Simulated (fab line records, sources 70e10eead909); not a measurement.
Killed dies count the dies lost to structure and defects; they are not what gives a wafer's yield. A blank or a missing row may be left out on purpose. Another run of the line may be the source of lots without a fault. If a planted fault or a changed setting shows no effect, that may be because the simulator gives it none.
Matching of chambers + flow nand_harc + NHARC_A_CONTACT_DESCUM_47 on rie_diel-09: 3 sister chambers
The step chemistry O2, time 3 s. 3 wafers are shown with their chamber, then 6 later ones without.

## WAFERS PAIRED WITH THEIR CHAMBERS
| wafer  | chamber | showerhead_plenum_p_Torr (Torr) |
|--------|---------|---------------------------------|
| L086.4 | 2       | 1.78                            |
| L088.5 | 1       | 1.85                            |
| L090.1 | 0       | 1.86                            |

## WAFERS WHOSE CHAMBER IS MISSING
| wafer  | showerhead_plenum_p_Torr (Torr) |
|--------|---------------------------------|
| L090.4 | 1.78                            |
| L095.1 | 1.84                            |
| L095.2 | 1.86                            |
| L095.4 | 1.84                            |
| L094.3 | 1.86                            |
| L094.6 | 1.86                            |

## WHICH CHAMBER EACH WENT THROUGH
| wafer  | from the rows above     | in truth |
|--------|-------------------------|----------|
| L090.4 | 2                       | 2        |
| L095.1 | can't be placed: 1 or 0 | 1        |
| L095.2 | can't be placed: 0 or 1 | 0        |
| L095.4 | can't be placed: 1 or 0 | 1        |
| L094.3 | can't be placed: 0 or 1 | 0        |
| L094.6 | can't be placed: 0 or 1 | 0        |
Placed correctly: 1 of 6. These rows do not allow placing 5 (true chamber among the candidates in 5). 0 placed wrongly.
How it was worked out, from the rows above alone: a wafer's distance from a chamber is the root of the sum, over the readings, of the square of ((its reading less the chamber's mean) divided by the reading's scatter). If the next closest chamber is less than 2 further off than the closest, the wafer can't be placed; otherwise it belongs to the closest. A chamber's mean is the mean of its shown wafers. The scatter: with one shown wafer a chamber, the root of the mean of the squares of how far each hidden wafer lies from its nearest shown one.
